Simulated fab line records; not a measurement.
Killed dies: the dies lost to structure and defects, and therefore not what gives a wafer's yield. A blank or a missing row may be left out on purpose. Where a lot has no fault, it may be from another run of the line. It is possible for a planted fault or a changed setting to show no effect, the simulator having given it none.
Problem report in the 8D (eight disciplines) form, filled by code ; flow n5 finfet ; the parts of the form that need people (team, actions taken, sign-off) are left out

1. PROBLEM STATEMENT
killed_at_M4_up at N5_PASSIVATION_PROBE_49 reads a mean of 373 on 5 wafers of 3 lots; wafers without a fault read 13 with a standard deviation of 5.8. That puts it +62 standard deviations away from the usual mean.
Earliest sighting: wafer L697.6 on prober-02 at day 15 17:29. The record holds 26 wafers of 9 lots with a number at this step. By rule, "out" or "out of limits" means more than 4 standard deviations away from the usual mean. Any other wafer with a number is counted as sound.

2. WHAT THIS IS AND IS NOT
question;is;is not
which readings at this step;killed_at_M4_up, defect limited yield, killed dies, killed on rim, sort_bin_5_function, sort n pass;killed_at_M0_to_M3, killed at contacts, killed at front end, killed at other, killed open, killed short, sort_bin_6_memory, sort_bin_8_speed
which lots;L696, L697, L698;L684, L688, L689, L701, L702, L706
which wafers of those lots;L696.4, L696.6, L697.6, L698.4, L698.5;L696.3, L697.1, L697.4, L698.1
read on which tools;prober-02;prober-01
when;from day 15 17:29;"up to then (10 sound wafers); but 11 sound wafers of L696, L698, L701, L702, L706 came after"

3. WHAT RULES OUT EACH SUSPECT
Counting: if a tool at a process step up to the reading ran every lot that is out, it stays a suspect. Sound lots after the first of them don't rule it out here, since some wafers of a struck lot are sound.
- rie diel-01 at N5_BEOL_M10_ETCH_66 (etches SOC in N2/H2, target depth 120 nm, overetch 24 nm, time 180 s): kept. It processed each lot that is out (first: L697, day 13 20:53); up to then, its last sound lot is L689 (day 11 17:39).
- rie diel-04 at N5_PASSIVATION_DESCUM_46 (chemistry O2, time 7.9 s): kept. It processed each lot that is out (first: L697, day 15 14:06); up to then, its last sound lot is L688 (day 13 15:42).
- prober-02 at N5_PASSIVATION_PROBE_49: kept. It processed each lot that is out (first: L697, day 15 17:14); up to then, its last sound lot is L689 (day 14 08:16). Out on those wafers are its own readings of defect limited yield, killed_at_M4_up, killed dies, killed on rim, sort_bin_5_function, sort n pass.
- rie diel-01, N5_BEOL_M10_ETCH_66: wafers that are out in chamber 1, sound lot-mates in chambers 0, 2, 3.
Left after counting: rie diel-01 at N5_BEOL_M10_ETCH_66, rie diel-04 at N5_PASSIVATION_DESCUM_46, prober-02 at N5_PASSIVATION_PROBE_49.

4. THE CAUSE (what the simulator had put in)
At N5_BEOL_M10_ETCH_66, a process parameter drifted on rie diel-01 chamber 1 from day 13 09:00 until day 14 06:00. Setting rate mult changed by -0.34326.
After counting, 3 suspects remain, this tool included.

5. SEQUENCE OF EFFECTS, ordered by route
Each row: a reading where the mean over the struck wafers with a number is more than 3 standard deviations away from the usual. Scope: only readings with a usual standard deviation given in the record; hours: median across lots of the time from each lot's start at the first step in this table that gives one to its start at this step; sigmas: change in usual standard deviations.
hours;step;reading;usual;on struck wafers;change;sigmas
0;N5_PASSIVATION_PROBE_49;defect limited yield;91.1 %;61.1;-30.0;-21
0;N5_PASSIVATION_PROBE_49;killed_at_M4_up;13;373;+360;+62
0;N5_PASSIVATION_PROBE_49;killed dies;105;459;+354;+21
0;N5_PASSIVATION_PROBE_49;killed on rim;15;82;+67;+17
0;N5_PASSIVATION_PROBE_49;sort_bin_5_function;5.3 %;35.3;+30.0;+30
0;N5_PASSIVATION_PROBE_49;sort n pass;1075;721;-354;-21
Its process steps:
- N5_PASSIVATION_PROBE_49

6. HOW IT WOULD HAVE BEEN CAUGHT EARLIER
The fault began at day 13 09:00; the first out-of-limits reading in this record came at day 15 17:29, 56 hours later.
Of the tool readings at N5_BEOL_M10_ETCH_66 for which the record gives a usual standard deviation, none was out on any struck wafer, so an alarm limit of 4 standard deviations on them would not have fired.
Each of the lots that are out, 3 in all, had begun N5_BEOL_M10_ETCH_66 on rie diel-01 no later than day 15 17:29. Tool hold at that time: it would have spared none of them.
